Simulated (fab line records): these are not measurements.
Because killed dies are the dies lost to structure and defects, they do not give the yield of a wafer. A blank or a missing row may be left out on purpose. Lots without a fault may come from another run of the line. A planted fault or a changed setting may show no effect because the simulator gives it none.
The tool behind it: which one?	flow n5_finfet	11 lots with 33 wafers sampled at 3 steps, on a route of 1938 steps

WHAT EACH GAUGE READ, for each wafer
N5_FIN_CUT_CD_MEAS_08: target cd 29.1 nm.
lot	measured	on	cd_nm (nm)
L075	day 2 16:05	cd_sem-01	29.33 28.98 29.03
L077	day 2 23:42	cd_sem-01	29.23 29.07 29.38
L079	day 3 09:13	cd_sem-01	29.28 28.94 29.19
L081	day 3 21:40	cd_sem-03	29.39 28.83 29.10
L083	day 4 10:05	cd_sem-01	28.99 28.88 29.02
L085	day 4 21:19	cd_sem-01	29.30 29.10 29.25
L087	day 5 11:07	cd_sem-03	29.56 28.86 28.94
L089	day 5 21:07	cd_sem-02	29.31 29.00 28.56
L091	day 6 08:28	cd_sem-01	29.40 29.12 29.17
L094	day 7 02:07	cd_sem-03	29.35 28.97 29.21
L096	day 7 15:46	cd_sem-01	28.81 28.83 28.87

WHICH TOOL RAN EACH LOT (tool, then ch and the chambers of the sampled wafers, then the start)
lot	N5_FIN_SAQP_SPACER2_ETCHBACK_29	N5_FIN_SAQP_ETCH_34
L075	rie_diel-01 ch 0,2, day 2 14:53	rie_diel-01 ch 2,3, day 2 15:12
L077	rie_diel-01 ch 0,1,3, day 2 22:36	rie_diel-06 ch 0,1,2, day 2 22:55
L079	rie_diel-01 ch 0,2,3, day 3 08:01	rie_diel-06 ch 0,1,3, day 3 08:20
L081	rie_diel-06 ch 0,2,3, day 3 20:35	rie_diel-01 ch 1,2, day 3 20:53
L083	rie_diel-01 ch 0,3, day 4 08:52	rie_diel-06 ch 1,2, day 4 09:11
L085	rie_diel-01 ch 0,1,2, day 4 20:08	rie_diel-05 ch 0,3, day 4 20:32
L087	rie_diel-01 ch 2,3, day 5 09:55	rie_diel-05 ch 0,1, day 5 10:13
L089	rie_diel-05 ch 0,1,3, day 5 19:53	rie_diel-06 ch 1,2, day 5 20:13
L091	rie_diel-05 ch 0,2,3, day 6 07:13	rie_diel-01 ch 0,3, day 6 07:41
L094	rie_diel-01 ch 2,3, day 7 00:58	rie_diel-06 ch 0,3, day 7 01:21
L096	rie_diel-06 ch 0,1,3, day 7 14:38	rie_diel-01 ch 1,3, day 7 14:59
- N5_FIN_SAQP_SPACER2_ETCHBACK_29: etches SiO2 in CHF3/O2, target depth 12.2 nm, time 6.1 s.
- N5_FIN_SAQP_ETCH_34: etches SiO2 in C4F6/O2, target depth 45 nm, time 15 s.

THE ANSWER, worked out from the rows above alone
Rule: the usual values come from the lots themselves. Put in order of their means at a reading, lots are off if they are a third of the lots or fewer, leave a main group of 4 or more, and stand apart from it by a gap of 3 or more times the standard deviation of the main group's means; of several such gaps the widest counts. Not used: any main group whose means are identical at the precision the tables above print for the reading. Also off: a lot with no number at a reading for which 4 or more lots have one. Where the step has rows for the other lots, those lots are counted as sound.
Across all readings shown, no lot is off: no conclusion can be drawn from this.

WHAT THE SIMULATOR HAD PUT IN
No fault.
